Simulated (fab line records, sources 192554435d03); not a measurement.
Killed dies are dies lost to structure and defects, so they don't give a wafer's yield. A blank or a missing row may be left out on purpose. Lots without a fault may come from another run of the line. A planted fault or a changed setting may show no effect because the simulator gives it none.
Chamber matching | flow n5_finfet | N5_BEOL_M0_ETCH_128 on rie_diel-04: 4 sister chambers
The step etches SiCN in CF4/N2, target depth 12 nm, overetch 5.1 nm, time 21.4 s. 4 wafers are shown with their chamber, then 8 later ones without.

WAFERS WITH THEIR CHAMBER
wafer  | chamber | throttle_valve_pct (%)
L082.2 | 1       | 15.45
L083.1 | 0       | 15.88
L083.3 | 3       | 15.27
L086.2 | 2       | 15.32

WAFERS WITHOUT THEIR CHAMBER
wafer  | throttle_valve_pct (%)
L086.5 | 15.46
L086.6 | 15.31
L089.1 | 15.45
L089.3 | 15.29
L089.6 | 15.47
L097.3 | 15.32
L097.4 | 15.44
L097.5 | 15.47

WHICH CHAMBER EACH WENT THROUGH
wafer  | from the rows above     | in truth
L086.5 | 1                       | 1
L086.6 | 2                       | 2
L089.1 | 1                       | 1
L089.3 | can't be placed: 3 or 2 | 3
L089.6 | 1                       | 1
L097.3 | 2                       | 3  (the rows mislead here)
L097.4 | 1                       | 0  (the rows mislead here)
L097.5 | 1                       | 1
Placed correctly: 5 of 8. Can't be placed from these rows: 1 (the true chamber is among the candidates in 1). Placed wrongly: 2.
How it was worked out, from the rows above alone: a wafer's distance from a chamber is the root of the sum, over the readings, of the square of ((its reading less the chamber's mean) divided by the reading's scatter). The wafer belongs to the nearest chamber; if the next one is less than 2 further off, it can't be placed. A chamber's mean is the mean of its shown wafers. The scatter: with one shown wafer a chamber, the root of the mean of the squares of how far each hidden wafer lies from its nearest shown one.
